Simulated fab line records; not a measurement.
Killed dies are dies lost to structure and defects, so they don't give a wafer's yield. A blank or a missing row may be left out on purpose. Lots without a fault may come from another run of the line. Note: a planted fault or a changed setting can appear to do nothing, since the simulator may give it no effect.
Struck lot and sound lot, side by side | flow nand harc | 14 out of 1159 route steps
Sound: wafers L365.1, L365.5, L365.6. Wafers L366.1, L366.2, L366.4 were the ones struck. At the end, the cause is stated.
Per side, at each step with rows, come the tool, then ch with its chambers, and then its first start. Under that, the readings that differ: sound wafers | struck wafers | difference of the means | sigmas: that difference in standard deviations of wafers without a fault.
alike: words and numbers the same on both sides, and readings whose means are apart by under 2 such deviations; not compared: readings that were withheld, readings missing a value for some wafer, numbers with overlapping values and no deviation given by the record, and bounds like >300 which may hide the same value.
A row with sigmas, a row that says differs or no value, or rows on one side alone: a step with any of these is where the two part. Numbers that have no deviation but don't overlap get no sigmas and don't part them. A reading that every wafer of one side lacks parts them only if that side has two wafers or more.

NHARC_A_STAIRCASE_ETCH_221: etches the open film in C4F8/O2, target depth 100 nm, time 40.5 s.
  sound on rie diel-04 ch 0,3; struck on rie diel-13 ch 1,2,3
  alike: oes product au, rf vpp V
  not compared: rf hours counter h
NHARC_A_STAIRCASE_TRIM_222: chemistry O2, time 211.2 s.
  sound on rie diel-04 ch 0,3; struck on rie diel-13 ch 0,1,3
  alike: chamber pressure mTorr, drypump motor current A, oes product au, rf vpp V, showerhead plenum p Torr, throttle valve pct
  not compared: rf hours counter h
then, 1 step without rows for these wafers: NHARC_A_STAIRCASE_ETCH_223 (etches the open film in C4F8/O2, target depth 100 nm, time 40.5 s).
NHARC_A_STAIRCASE_TRIM_224: chemistry O2, time 211.2 s.
  sound on rie diel-04 ch 2,3; struck on rie diel-13 ch 0,1,3
  alike: chamber pressure mTorr, drypump motor current A, oes product au, rf vpp V, showerhead plenum p Torr, throttle valve pct
  not compared: rf hours counter h
then, 1 step without rows for these wafers: NHARC_A_STAIRCASE_ETCH_225 (etches the open film in C4F8/O2, target depth 100 nm, time 40.5 s).
NHARC_A_STAIRCASE_TRIM_226: chemistry O2, time 211.2 s.
  sound on rie diel-04 ch 1,2,3; struck on rie diel-13 ch 1,2,3
  alike: chamber pressure mTorr, drypump motor current A, oes product au, rf vpp V, showerhead plenum p Torr, throttle valve pct
  not compared: rf hours counter h
then, 2 steps without rows for these wafers: NHARC_A_STAIRCASE_ETCH_227 (etches the open film in C4F8/O2, target depth 100 nm, time 40.5 s); NHARC_A_STAIRCASE_TRIM_229 (chemistry O2, time 211.2 s).
NHARC_A_STAIRCASE_ETCH_230: etches the open film in C4F8/O2, target depth 100 nm, time 40.5 s.
  sound on rie diel-04 ch 0,1,2; struck on rie diel-04 ch 0,1,3
  alike: oes product au, rf vpp V
  not compared: rf hours counter h
then, 2 steps without rows for these wafers: NHARC_A_STAIRCASE_TRIM_231 (chemistry O2, time 211.2 s); NHARC_A_STAIRCASE_ETCH_232 (etches the open film in C4F8/O2, target depth 100 nm, time 40.5 s).
NHARC_A_STAIRCASE_TRIM_233: chemistry O2, time 211.2 s.
  sound on rie diel-04 ch 1,2, day 13 17:34; struck on rie diel-04 ch 0,1,3, day 14 20:35
  no value came back on the struck wafers for any of 7 readings (bias w (W), chamber pressure mTorr (mTorr) and others); on the sound wafers bias w (W) reads 0 0 0
  not compared: rf hours counter h
then, 1 step without rows for these wafers: NHARC_A_STAIRCASE_ETCH_234 (etches the open film in C4F8/O2, target depth 100 nm, time 40.5 s).
-- record jumps: 8 days between struck wafers' starts before vs after; left off in module A_STAIRCASE, resumes in module END, first step shown is number 1159 of the route --
NHARC_END_SORT_01:
  sound on prober-02 ch 0, day 21 19:02; struck on prober-02 ch 0, day 22 13:29
  reading         | sound    | struck      | difference | sigmas
  killed at array | 37 26 40 | 676 676 673 | +641       | +70
  killed dies     | 42 27 44 | 677 677 677 | +639       | +66
  alike: killed at other, killed at periphery, killed open, killed short

## WHERE THEY PART
First at NHARC_A_STAIRCASE_TRIM_233; last, within this record, at NHARC_END_SORT_01.

WHY: the cause the simulator had injected
At NHARC_A_STAIRCASE_TRIM_233, the step was skipped entirely on rie diel-04 from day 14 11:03 on. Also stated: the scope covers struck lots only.
